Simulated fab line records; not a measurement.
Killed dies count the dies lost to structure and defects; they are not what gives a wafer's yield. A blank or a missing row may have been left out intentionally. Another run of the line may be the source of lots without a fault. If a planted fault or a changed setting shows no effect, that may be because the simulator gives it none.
fab line records	flow n5Finfet
record: lots: 5	wafers: 14	lastDay: 17
route steps=1938 shown HKMG_FIN@404 BEOL_M4@1111 PASSIVATION@1936
lots that met no fault: from a run of the same line without faults
startH: start of the lot's first displayed wafer, in hours after the record's first day	waitH: hours elapsed since this lot's preceding step	" as in the row above	L1.1+2: a row that stands for several wafers	- no value, or no start given	* or withheld: withheld	< > ~ a bound
route shown NAME@n: NAME is a module with steps in the file, n the number in the route of the first one	usual: mean and standard deviation over wafers with no fault	same: alike in all rows	chamber/n: place in a boat	sites: the reading at each site	_std_site: the values' standard deviation	_edge_site: mean of outer sites minus mean of inner sites	radiusMm: how far each site lies from the wafer's centre	mask NAME#n: copy n	behind: the most recent tool/chamber to have shaped the wafer	hold: why the lot went on hold/how many hours it stayed there/how the hold came to an end	device: the transistor (n, p or np) that didn't switch	end of line: tests run on the same wafers once the route is complete	a step with no rows: only its recipe	killed: dies that structure and defects cost at the first sort, which is not the same as the wafer's yield	map: dies across one wafer; x = killed, . = not, _ = none there
set.NAME: the run value of the setting; set.NAME@STEP: its run value at that earlier step	model.NAME: the simulator's own value behind a step, which no gauge read
a table for each step, a row for each wafer; lots at some steps of the route
services: a tool's chamber out of use, with start hour (startH, from the record's first day; less than 0 if before it), hours out, and reason
== steps ==
step: N5_HKMG_FIN_STRIP_56
recipe: chemistry: N2/H2	tempC: 40	n2FlowSccm: 200	h2FlowSccm: 200	rfFrequencyHz: 6e+07
step: N5_HKMG_FIN_STRIP_57
recipe: chemistry: CF4	resist: SiARC	powerW: 300	biasPowerW: 75	pressureMtorr: 50	cf4FlowSccm: 150	rfFrequencyHz: 6e+07
usual: drypumpMotorCurrentA: 5.50/0.29	oesProductAu: 0.78/0.078	rfVppV: 270.9/1.6	showerheadPlenumPTorr: 1.78/0.058	throttleValvePct: 13.59/0.22
lot.wafer	tool	chamber	startH	waitH	drypumpMotorCurrentA	oesProductAu	rfHoursCounterH	rfVppV	showerheadPlenumPTorr	throttleValvePct
L593.1	rieDiel-03	0	75.70	0.0	5.58	0.83	45	272.4	1.90	13.77
L593.3	"	2	"	"	5.56	0.77	138	267.1	1.66	13.74
L593.4	"	3	"	"	5.73	0.68	249	269.3	1.76	13.93
L598.1	rieDiel-03	0	105.10	0.0	5.54	0.80	64	273.9	1.90	13.81
L598.3	"	2	"	"	5.59	0.76	158	268.0	1.66	13.77
L598.6	"	2	"	"	5.59	0.76	-	268.6	1.66	13.78
L603.1	rieDiel-03	1	135.32	0.0	5.69	0.77	110	270.8	1.74	13.68
L603.5	"	1	"	"	5.69	0.78	-	270.7	1.74	13.69
L603.6	"	0	"	"	5.55	0.79	-	272.9	1.89	13.86
L612.2	rieDiel-01	0	185.66	0.0	5.47	0.98	1	269.4	1.76	13.17
L612.3	"	1	"	"	5.10	0.82	77	271.2	1.81	13.45
L612.6	"	1	"	"	5.11	0.82	-	270.6	1.81	13.47
L614.1	rieDiel-02	2	214.24	0.0	5.80	0.90	16	271.7	1.83	13.25
L614.6	"	1	"	"	4.92	0.95	-	270.9	1.78	13.32
step: N5_HKMG_FIN_ETCH_58
recipe: chemistry: N2/H2	target: SOC	targetDepthA: 2158	ionEnergyEv: 50	biasW: 13	timeS: 741	pressureMtorr: 30	sourceW: 875	n2FlowSccm: 200	h2FlowSccm: 200
usual: drypumpMotorCurrentA: 5.51/0.29	oesProductAu: 0.80/0.089	rfVppV: 99.1/0.98	showerheadPlenumPTorr: 2.52/0.092	throttleValvePct: 17.79/0.19
same: timeS: 741
lot.wafer	tool	chamber	startH	waitH	drypumpMotorCurrentA	oesProductAu	rfHoursCounterH	rfVppV	showerheadPlenumPTorr	throttleValvePct
L593.1	rieDiel-03	0	75.72	0.0	5.57	0.86	45	99.6	2.70	18.06
L593.3	"	2	"	"	5.58	0.79	139	97.8	2.32	17.72
L593.4	"	3	"	"	5.78	0.69	249	98.7	2.50	17.96
L598.1	rieDiel-03	0	105.12	0.0	5.56	0.83	64	101.7	2.69	18.08
L598.3	"	2	"	"	5.58	0.76	158	97.6	2.31	17.78
L598.6	"	2	"	"	5.57	0.77	-	97.9	2.31	17.76
L603.1	rieDiel-03	1	135.34	0.0	5.71	0.78	111	98.6	2.43	17.78
L603.5	"	1	"	"	5.69	0.79	-	100.0	2.43	17.79
L603.6	"	0	"	"	5.57	0.81	-	101.1	2.68	18.11
L612.2	rieDiel-01	0	185.68	0.0	5.48	1.00	1	98.4	2.50	17.46
L612.3	"	1	"	"	5.12	0.86	77	98.4	2.57	17.83
L612.6	"	1	"	"	5.13	0.86	-	100.7	2.57	17.83
L614.1	rieDiel-02	2	214.26	0.0	5.79	0.91	16	97.8	2.59	17.51
L614.6	"	1	"	"	4.93	0.98	-	98.1	2.49	17.35
step: N5_HKMG_FIN_STRIP_93
recipe: chemistry: N2/H2	material: SOC	timeS: 20	powerW: 500	tempC: 40	pressureMtorr: 50	rfFrequencyHz: 6e+07	biasPowerW: 8	h2Frac: 0.5	n2FlowSccm: 300	h2FlowSccm: 300
step: N5_HKMG_FIN_WET_ETCH_76
recipe: chemistry: dNH4OH	mix: 1:50	tempC: 25	target: Al2O3	stopOn: La2O3	targetDepthNm: 2.25	dry: ipaMarangoni	rinseTimeS: 30	rinseTempC: 23
step: N5_HKMG_FIN_STRIP_60
recipe: chemistry: N2/H2	powerW: 2500	tempC: 300	h2Frac: 0.65	timeS: 360	pressureMtorr: withheld	n2FlowSccm: 1750	h2FlowSccm: 3250
step: N5_HKMG_FIN_WET_ETCH_77
recipe: chemistry: dHCl	mix: 1:10000	tempC: 25	target: La2O3	stopOn: HfO2	targetDepthNm: 2
step: N5_HKMG_FIN_WET_ETCH_78
recipe: chemistry: dNH4OH	mix: 1:50	tempC: 25	target: Al2O3	stopOn: La2O3	targetDepthNm: 4.5	dry: ipaMarangoni	rinseTimeS: 30	rinseTempC: 23
step: N5_HKMG_FIN_ALD_79
recipe: material: TiN	targetThkA: 15	tempC: 400	aldPrecursorFamily: TiCl4	aldCoReactant: NH3	pulseTimeS: 1	purgeTimeS: 3	coReactantPurgeTimeS: 2	coReactantPulseTimeS: 2	aldCycles: 68	pressureTorr: 3
step: N5_HKMG_FIN_CVD_62
recipe: material: a-Si	targetThkA: 30	tempC: 500	precursor: Si2H6	pressureTorr: 1	timeS: 20.8
usual: heaterPowerOuterW: 995/120	heaterPowerW: 1480/190	susceptorTempC: 500.00/0.26
same: timeS: 20.8
lot.wafer	tool	chamber	startH	waitH	heaterPowerOuterW	heaterPowerW	susceptorTempC
L593.1	thermalCvdSi-02	2	77.16	0.2	1180	1791	499.93
L593.3	"	0	"	"	1179	1762	500.49
L593.4	"	0	"	"	1183	1764	499.95
L598.1	thermalCvdSi-02	0	106.55	0.2	1152	1742	499.58
L598.3	"	2	"	"	1169	1760	499.52
L598.6	"	2	"	"	1176	1717	499.54
L603.1	thermalCvdSi-02	1	136.76	0.2	919	1490	500.29
L603.5	"	0	"	"	1183	1735	499.65
L603.6	"	1	"	"	941	1465	500.24
L612.2	thermalCvdSi-02	0	187.16	0.2	1175	1767	500.53
L612.3	"	2	"	"	1155	1756	500.39
L612.6	"	0	"	"	1188	1750	500.48
L614.1	thermalCvdSi-02	1	215.68	0.2	916	1436	500.27
L614.6	"	0	"	"	1215	1773	500.04
step: N5_HKMG_FIN_RTA_80
recipe: tempC: withheld	timeS: 2	ambient: N2	idleTempC: 600	rampUpCPerS: 150	rampDownCPerS: 60	coolToC: 600
step: N5_HKMG_FIN_PRECLEAN_64
recipe: chemistry: dHF	timeS: 30	tempC: 25	dilution: withheld
step: N5_HKMG_FIN_WET_ETCH_65
recipe: chemistry: TMAH	tempC: 70	concWtPct: 5	target: a-Si	stopOn: TiN	timeS: 49	targetDepthNm: 3
same: timeS: 49
lot.wafer	tool	chamber	startH	waitH
L593.1+3+4	wetBench-01	7,2,4	77.50	0.0
L598.1+3+6	wetBench-03	4,1,5	106.84	0.0
L603.1+5+6	wetBench-03	6,1,5	137.07	0.0
L612.2+3+6	wetBench-05	1,2,7	187.68	0.0
L614.1+6	wetBench-05	5,1	215.98	0.0
step: N5_HKMG_FIN_WET_ETCH_81
recipe: chemistry: SC1	target: TiN	stopOn: HfO2	mix: 1:1:5	tempC: 60	timeS: 57	targetDepthNm: 6
step: N5_HKMG_FIN_WET_ETCH_82
recipe: chemistry: dHCl	mix: 1:10000	tempC: 25	target: La2O3	stopOn: HfO2	targetDepthNm: 2	dry: ipaMarangoni	rinseTimeS: 30	rinseTempC: 23
step: N5_HKMG_FIN_ALD_36
recipe: material: TiN	targetThkA: 10	tempC: 400	aldPrecursorFamily: TiCl4	aldCoReactant: NH3	pulseTimeS: 1	purgeTimeS: 3	coReactantPurgeTimeS: 2	coReactantPulseTimeS: 2	aldCycles: 47	pressureTorr: 3
usual: heaterPowerOuterW: 557/45	heaterPowerW: 886/95	precursorPulseHeightRel: 0.999/0.02	susceptorTempC: 400.01/0.22
lot.wafer	tool	chamber	startH	waitH	heaterPowerOuterW	heaterPowerW	precursorPulseHeightRel	susceptorTempC
L593.1	aldMetal-03	1	77.66	0.1	568	846	0.995	400.17
L593.3	"	0	"	"	489	784	1.017	399.58
L593.4	"	1	"	"	556	860	0.993	400.38
L598.1	aldMetal-04	1	106.95	0.0	572	790	0.955	399.97
L598.3	"	2	"	"	563	866	0.998	400.23
L598.6	"	1	"	"	578	771	1.017	400.30
L603.1	aldMetal-04	2	137.18	0.0	556	898	1.006	399.89
L603.5	"	0	"	"	637	1034	0.989	399.53
L603.6	"	1	"	"	586	782	1.022	399.82
L612.2	aldMetal-01	3	187.79	0.0	584	925	1.000	399.98
L612.3	"	1	"	"	510	850	1.008	400.08
L612.6	"	0	"	"	567	997	1.011	400.31
L614.1	aldMetal-03	3	216.09	0.0	546	962	0.947	400.15
L614.6	"	2	"	"	593	949	0.996	400.09
step: N5_HKMG_FIN_THK_MEAS_70
recipe: thkMeasGauge: xrf	reads: HfO2_of_HKMG_FIN_HK_ALD_01
usual: HK_THK: 1.581/0.02
lot.wafer	tool	chamber	startH	waitH	HK_THK[nm]
L593.1	filmMetro-01	-	77.94	0.2	1.562
L593.3	"	-	"	"	1.548
L593.4	"	-	"	"	1.548
L598.1	filmMetro-02	-	107.23	0.2	1.604
L598.3	"	-	"	"	1.608
L598.6	"	-	"	"	1.551
L603.1	filmMetro-02	-	137.46	0.2	1.574
L603.5	"	-	"	"	1.572
L603.6	"	-	"	"	1.580
L612.2	filmMetro-02	-	188.07	0.2	1.641
L612.3	"	-	"	"	1.596
L612.6	"	-	"	"	1.552
L614.1	filmMetro-02	-	216.37	0.2	1.574
L614.6	"	-	"	"	1.629
step: N5_HKMG_FIN_PWFM_ALD_03
recipe: material: TiN	targetThkA: 20	tempC: 400	aldPrecursorFamily: TiCl4	aldCoReactant: NH3	pulseTimeS: 1	purgeTimeS: 3	coReactantPurgeTimeS: 2	coReactantPulseTimeS: 2	aldCycles: 91	pressureTorr: 3
usual: heaterPowerOuterW: 553/39	heaterPowerW: 887/77	precursorPulseHeightRel: 0.999/0.019	susceptorTempC: 400.01/0.26
lot.wafer	tool	chamber	startH	waitH	heaterPowerOuterW	heaterPowerW	precursorPulseHeightRel	susceptorTempC
L593.1	aldMetal-03	0	77.98	0.0	502	796	0.984	399.55
L593.3	"	1	"	"	575	851	1.009	399.93
L593.4	"	0	"	"	522	783	0.983	399.83
L598.1	aldMetal-03	2	107.27	0.0	597	929	1.017	399.88
L598.3	"	1	"	"	558	837	1.009	399.95
L598.6	"	2	"	"	596	931	0.998	399.94
L603.1	aldMetal-01	0	137.50	0.0	558	994	0.987	399.94
L603.5	"	2	"	"	512	873	0.977	400.33
L603.6	"	3	"	"	579	965	1.028	400.20
L612.2	aldMetal-04	2	188.11	0.0	570	873	0.986	400.12
L612.3	"	3	"	"	478	771	0.989	399.70
L612.6	"	1	"	"	586	799	0.991	399.79
L614.1	aldMetal-01	2	216.41	0.0	523	891	0.996	400.09
L614.6	"	1	"	"	525	837	1.004	400.12
step: N5_HKMG_FIN_COAT_29
recipe: resist: SOC	tempC: 250	timeS: 60	spinRpm: 1500	resistThkNm: 300
step: N5_HKMG_FIN_COAT_30
recipe: resist: SiARC	tempC: 220	timeS: 60	spinRpm: 1500	resistThkNm: 35
step: N5_HKMG_FIN_COAT_06
recipe: resist: CAR-ArF	spinRpm: 1500	resistThkNm: 90
step: N5_HKMG_FIN_EBR_08
recipe: solvent: PGMEA	ebrWidthMm: 1.5
step: N5_HKMG_FIN_SOFTBAKE_07
recipe: tempC: 110	timeS: 60	resist: CAR-ArF
step: N5_HKMG_FIN_EXPOSE_09
recipe: maskId: NWFM	na: 1.35	sourceShape: conventional	sigmaOuter: 0.8	polarization: unpolarized	doseMj: 39.25
step: N5_HKMG_FIN_PEB_10
recipe: pebTempC: withheld	pebTimeS: 60	resist: CAR-ArF
step: N5_HKMG_FIN_DEVELOP_11
recipe: developTimeS: 30	developer: TMAH	resist: CAR-ArF	devTempC: 23	rinseLiquid: diw	dry: airSpin
step: N5_HKMG_FIN_CD_MEAS_12
recipe: targetCdNm: 92.8	landingEnergyEv: 500	detector: seInlens
usual: cdNm: 92.6/0.68
lot.wafer	tool	chamber	startH	waitH	cdNm
L593.1	cdSem-02	0	78.69	-	92.3
L593.3	"	0	"	"	93.3
L593.4	"	0	"	"	93.5
L598.1	cdSem-03	0	108.10	-	94.3
L598.3	"	0	"	"	92.6
L598.6	"	0	"	"	93.6
L603.1	cdSem-03	0	138.33	-	92.2
L603.5	"	0	"	"	92.1
L603.6	"	0	"	"	91.4
L612.2	cdSem-01	0	188.94	-	91.5
L612.3	"	0	"	"	91.9
L612.6	"	0	"	"	92.6
L614.1	cdSem-02	0	217.24	-	92.5
L614.6	"	0	"	"	92.7
step: N5_HKMG_FIN_OVL_MEAS_13
recipe: pointsPerWafer: 44
usual: NWFM_OVL: -0.4/0.62
lot.wafer	tool	chamber	startH	waitH	NWFM_OVL[nm]
L593.1	overlay-02	0	78.72	0.0	-0.7
L593.3	"	0	"	"	-0.5
L593.4	"	0	"	"	0.4
L598.1	overlay-01	0	108.13	0.0	0.7
L598.3	"	0	"	"	-0.7
L598.6	"	0	"	"	0.2
L603.1	overlay-02	0	138.36	0.0	-1.7
L603.5	"	0	"	"	-0.3
L603.6	"	0	"	"	0.0
L612.2	overlay-01	0	188.97	0.0	-1.3
L612.3	"	0	"	"	-1.1
L612.6	"	0	"	"	-1.4
L614.1	overlay-01	0	217.28	0.0	-0.2
L614.6	"	0	"	"	0.2
step: N5_HKMG_FIN_INSPECT_14
recipe: mode: adi	inspectInstrument: macro
usual: rawDefectCount: 2.2/1.4
lot.wafer	tool	chamber	startH	waitH	rawDefectCount
L593.1	defectInspect-01	-	78.75	0.0	3
L593.3	"	-	"	"	3
L593.4	"	-	"	"	2
L598.1	defectInspect-02	-	108.16	0.0	3
L598.3	"	-	"	"	3
L598.6	"	-	"	"	4
L603.1	defectInspect-02	-	138.39	0.0	>300
L603.5	"	-	"	"	0
L603.6	"	-	"	"	2
L612.2	defectInspect-01	-	189.00	0.0	0
L612.3	"	-	"	"	1
L612.6	"	-	"	"	3
L614.1	defectInspect-01	-	217.30	0.0	1
L614.6	"	-	"	"	1
step: N5_HKMG_FIN_DESCUM_17
recipe: chemistry: O2	timeS: 7.9	sourcePowerW: 50	biasPowerW: 20	pressureMtorr: 20	rfFrequencyHz: 2.712e+07	tempC: 40	resist: CAR-ArF	o2FlowSccm: 225
step: N5_BEOL_M4_RC_MEAS_101
usual: DIBL_N: 36.2/1.5	DIBL_P: 36.4/2.1	IOFF_N: 0.16/0.031	IOFF_P: 0.21/0.037	ION_N: 679/11	ION_P: 465/7.7	SS_N: 71.4/0.55	SS_P: 73.2/0.63	VT_N: 249/3.3	VT_P: -250/3.4
lot.wafer	tool	chamber	startH	waitH	DIBL_N[mV/V]	DIBL_P[mV/V]	IOFF_N[nA/um]	IOFF_P[nA/um]	ION_N[uA/um]	ION_P[uA/um]	SS_N[mV/dec]	SS_P[mV/dec]	VT_N[mV]	VT_P[mV]
L593.1	prober-02	0	171.04	0.0	36.5	37.8	0.15	0.20	676	465	70.4	73.2	253	-252
L593.3	"	0	"	"	37.9	39.2	0.17	0.21	677	457	71.1	74.0	248	-252
L593.4	"	0	"	"	35.9	36.4	0.14	0.18	676	459	71.0	73.4	251	-254
L598.1	prober-02	0	194.56	0.0	34.2	34.9	0.12	0.17	674	462	70.7	73.0	255	-255
L598.3	"	0	"	"	35.1	35.4	0.13	0.17	680	460	70.9	73.2	254	-251
L598.6	"	0	"	"	35.2	35.8	0.14	0.17	678	461	71.1	72.9	254	-255
L603.1	prober-01	0	229.71	0.0	36.3	35.4	0.18	0.24	682	471	71.1	73.4	247	-246
L603.5	"	0	"	"	36.5	36.8	0.19	0.27	688	477	71.0	73.2	244	-245
L603.6	"	0	"	"	35.0	33.0	0.15	0.20	671	464	71.5	72.4	248	-247
L612.2	prober-02	0	282.87	0.2	34.2	34.5	0.13	0.19	665	462	70.3	73.3	250	-248
L612.3	"	0	"	"	36.0	35.8	0.16	0.21	680	463	71.3	73.3	248	-248
L612.6	"	0	"	"	35.7	36.9	0.16	0.24	673	464	71.1	73.3	249	-249
L614.1	prober-01	0	307.93	0.0	37.4	37.0	0.17	0.22	688	467	72.1	73.5	249	-249
L614.6	"	0	"	"	38.5	38.8	0.21	0.26	697	472	71.8	73.5	245	-246
step: N5_PASSIVATION_PROBE_49
usual: defectLimitedYield: 91.3/1.3	killed_at_M0_to_M3: 36/12	killed_at_M4_up: 13/4.6	killedAtContacts: 13/5.4	killedAtFrontEnd: 37/10	killedAtOther: 3.6/2.9	killedDies: 102/15	killedOpen: 67/12	killedShort: 33/7.5	sort_bin_5_function: 5.1/0.93	sort_bin_6_memory: 3.2/0.62	sortNPass: 1078/15	sortYieldPct: 91.3/1.3
same: grossDies: 1180	killedAtBackSide: 0	sort_bin_4_leakage[%]: 0	sort_bin_8_speed[%]: 0
lot.wafer	tool	chamber	startH	waitH	defectLimitedYield[%]	killed_at_M0_to_M3	killed_at_M4_up	killedAtContacts	killedAtFrontEnd	killedAtOther	killedDies	killedOpen	killedShort	sort_bin_5_function[%]	sort_bin_6_memory[%]	sortNPass	sortYieldPct[%]
L593.1	prober-02	-	269.71	0.0	90.3	35	7	11	59	2	114	78	32	5.2	4.2	1066	90.3
L593.3	prober-02	-	269.81	0.1	91.9	35	13	5	41	2	96	71	22	4.7	3.3	1084	91.9
L593.4	prober-02	-	269.86	0.2	90.7	25	6	10	67	2	110	74	35	5.5	3.5	1070	90.7
L598.1	prober-01	-	302.86	0.0	89.9	33	11	15	47	13	119	82	37	6.4	3.3	1061	89.9
L598.3	prober-01	-	302.96	0.1	91.2	22	10	8	60	4	104	73	30	5.2	3.3	1076	91.2
L598.6	prober-01	-	303.11	0.3	90.8	27	14	9	54	5	109	80	28	5.3	3.7	1071	90.8
L603.1	prober-01	-	342.10	0.0	83.1	16	11	9	159	5	200	45	22	10.4	3.9	980	83.1
L603.5	prober-01	-	342.30	0.2	91.5	29	14	17	38	2	100	72	25	4.3	3.7	1080	91.5
L603.6	prober-01	-	342.35	0.3	92.0	29	18	10	34	3	94	63	30	5.0	2.8	1086	92.0
L612.2	prober-02	-	395.11	0.1	91.9	46	9	13	22	5	95	60	35	4.6	3.1	1085	91.9
killed by level:class
L593.1 FIN_SAQP:geometricParticle:open=21 STI_FIN_REVEAL:geometricParticle:open=16 BEOL_M2:geometricParticle:open=11 BEOL_M0_SAQP:geometricParticle:open=8 FIN_SAQP:geometricParticle:short=7 MOL_CONTACT_COAG:geometricParticle:open=6 MOL_CONTACT_COAG:geometricParticle:short=5 BEOL_M0:geometricParticle:short=5
L593.3 FIN_SAQP:geometricParticle:open=25 BEOL_M0_SAQP:geometricParticle:open=7 BEOL_M0:geometricParticle:open=7 STI_FIN_REVEAL:geometricParticle:open=6 BEOL_M0:geometricParticle:short=6 BEOL_M2:geometricParticle:open=6 MOL_CONTACT_COAG:geometricParticle:open=5 FIN_SAQP:geometricParticle:short=4
L593.4 FIN_SAQP:geometricParticle:open=23 FIN_SAQP:geometricParticle:short=13 STI_FIN_REVEAL:geometricParticle:open=13 MOL_CONTACT_COAG:geometricParticle:open=8 BEOL_M0_SAQP:geometricParticle:open=6 BEOL_M2:geometricParticle:open=5 BEOL_M0_SAQP:geometricParticle:short=5 BEOL_M8:geometricParticle:open=4
L598.1 MOL_CONTACT_COAG:geometricParticle:open=12 STI_FIN_REVEAL:geometricParticle:open=11 FIN_SAQP:geometricParticle:open=9 BEOL_M1:geometricParticle:open=8 BEOL_M3:geometricParticle:open=7 GATE_CUT:geometricParticle:short=6 BEOL_M0:geometricParticle:open=6 FIN_SAQP:geometricParticle:short=5
L598.3 STI_FIN_REVEAL:geometricParticle:open=20 BEOL_M1:geometricParticle:open=8 STI_FIN_REVEAL:geometricParticle:short=6 MOL_CONTACT_COAG:geometricParticle:open=6 FIN_SAQP:geometricParticle:open=5 FIN_SAQP:geometricParticle:short=5 BEOL_M4:geometricParticle:open=4 SPACER0:geometricParticle:open=4
L598.6 STI_FIN_REVEAL:geometricParticle:open=25 BEOL_M3:geometricParticle:open=9 BEOL_M4:geometricParticle:open=9 MOL_CONTACT_COAG:geometricParticle:open=7 FIN_SAQP:geometricParticle:open=6 FIN_SAQP:geometricParticle:short=5 STI_FIN_REVEAL:geometricParticle:short=5 BEOL_M0_SAQP:geometricParticle:open=4
L603.1 HKMG_FIN:unspecified=132 MOL_CONTACT_COAG:geometricParticle:open=9 BEOL_M0_SAQP:geometricParticle:short=6 FIN_SAQP:geometricParticle:open=5 DUMMY_GATE:geometricParticle:open=5 BEOL_M0_SAQP:geometricParticle:open=4 STARTING-WAFER:geometricParticle:short=4 BEOL_M2:geometricParticle:open=3
L603.5 MOL_CONTACT_COAG:geometricParticle:open=16 FIN_SAQP:geometricParticle:open=13 BEOL_M0_SAQP:geometricParticle:short=7 BEOL_M0_SAQP:geometricParticle:open=6 FIN_SAQP:geometricParticle:short=5 DUMMY_GATE:geometricParticle:open=5 STI_FIN_REVEAL:geometricParticle:open=4 BEOL_M4:geometricParticle:open=4
L603.6 MOL_CONTACT_COAG:geometricParticle:open=10 BEOL_M1:geometricParticle:open=7 BEOL_M4:geometricParticle:open=7 STI_FIN_REVEAL:geometricParticle:open=6 BEOL_M0_SAQP:geometricParticle:open=5 BEOL_M2:geometricParticle:open=4 BEOL_M0_SAQP:geometricParticle:short=4 FIN_SAQP:geometricParticle:open=3
L612.2 BEOL_M0_SAQP:geometricParticle:open=14 BEOL_M0_SAQP:geometricParticle:short=10 MOL_CONTACT_COAG:geometricParticle:open=9 BEOL_M4:geometricParticle:open=7 BEOL_M1:geometricParticle:open=7 GATE_CUT:geometricParticle:short=6 BEOL_M2:geometricParticle:open=5 BEOL_M3:geometricParticle:open=5
map L603.1 (x killed, . not)
_________________...........x________________
______________....x.......x....._____________
___________............x.........x.__________
__________.....x.x..xx.............._________
________........x...........x........._______
_______......xxx.x...........x....x....______
______..x......xxxxx.x.................._____
_____.........xxxxxxxxxxxx...............____
____........xxxxxxxxxxx.x...............x.___
___.....x..xxxxxxxxxxxxxx...x..............__
___...x...xxxxxxxxxxxxxxxx..x..............__
__......x.xxxxxxxxxxxxxxx.xx................_
__...........xxxxxxxxxxxxx.................._
_............xxxxxxxxxx.xx.x......xx.........
_...x.....x.xxxxxxxxxxxx.........x.........xx
_............xx.xxxxxx..x.............xxx....
_..............x..xx.x.......................
_..x..x...........x......................x...
_.............x.xx.....x........xx...........
_...................................xx.......
_..x.............x...........x...............
__.............x..........xx..............x._
__x..............................x......x..._
___....x.............x.x..x................__
___........x...............................__
____......................................___
_____....x..........................x....____
______............x.............x......._____
_______................................______
________......x......x..x............._______
__________.........................._________
___________........................__________
______________.....x.......x..x._____________
_________________x...........________________
map L598.1 (x killed, . not)
_________________............________________
______________x..........x..x..._____________
___________...........x......xx....__________
__________.x........................_________
________..............x..............._______
_______...............x.x..........x..x______
______...x........x...xx................_____
_____.................................x..____
____..x....x...x.x...x.....x......x.......___
___........................x.........xx....__
___..............x...........x.............__
__..................................x......._
__.x.......x.......x........x..............._
_.x...........x.........x..x.......x..xx....x
_..............x........................x....
_.....x......x.......x................x......
_x....x.....x..........x.....................
_.........x.......x.......x..................
_........................x..x...x............
_x..x..xx......x.x.x......x..x.....x.........
_.......x...x.............................xx.
__.x.....x.x.....................x.....x...._
__.x...........x...........x......x......x.._
___...x........x.......x..x................__
___.....x.x.x...........x.......x.x...x....__
____.x...........x.x..xx.............x..x.___
_____........x...................x.......____
______.....x..........................x._____
_______..x.......xx.........x..........______
________..xx.......x.................._______
__________.......x...........x......_________
___________....x.x..x..............__________
______________...............xx._____________
_________________........x...________________
== services ==
tool	chamber	startH	hours	kind
aldMetal-03	3	59.06	26.7	repair
rieDiel-02	2	64.65	7.3	repair
aldMetal-04	-	65.46	1.3	repair
rieDiel-01	2	65.93	13.0	repair
rieDiel-02	-	70.76	33.9	repair
rieDiel-03	3	79.78	-	clean
rieDiel-03	3	79.78	-	consumableReplace:focusRing
rieDiel-03	3	79.78	17.9	scheduledDown
rieDiel-03	3	79.78	17.9	ventCycle
wetBench-01	-	81.16	1.9	pm
rieDiel-02	3	106.41	11.6	repair
rieDiel-02	-	151.44	0.6	repair
thermalCvdSi-02	-	154.96	6.1	pm
rieDiel-01	0	165.02	-	clean
rieDiel-01	0	165.02	-	consumableReplace:focusRing
rieDiel-01	0	165.02	16.3	scheduledDown
rieDiel-01	0	165.02	16.3	ventCycle
aldMetal-01	-	178.85	1.1	repair
aldMetal-04	3	184.34	3.5	repair
aldMetal-03	1	191.45	4.2	repair
aldMetal-03	3	192.31	14.3	repair
aldMetal-03	-	200.03	2.8	pm
rieDiel-03	3	201.09	8.5	repair
rieDiel-01	1	205.35	2.7	repair
== key ==
firstSign: step: N5_HKMG_FIN_INSPECT_14	reading: rawDefectCount	direction: up	sigmas: 99+	usual: 2.2	struck: >300
effect: step: N5_PASSIVATION_PROBE_49	reading: killedAtFrontEnd	direction: up	sigmas: 12	usual: 37	struck: 159
moreKillsBornAt: N5_HKMG_FIN_WET_ETCH_65@wetBench-03: 132
metAt N5_HKMG_FIN_WET_ETCH_65
struckWafers L603.1
fault: kind: chamberParticleSource	tool: wetBench-03	chamber: 6	onsetH: 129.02	steps: N5_HKMG_FIN_WET_ETCH_65	ratePerVisitCm2: 1.0624	endH: 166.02
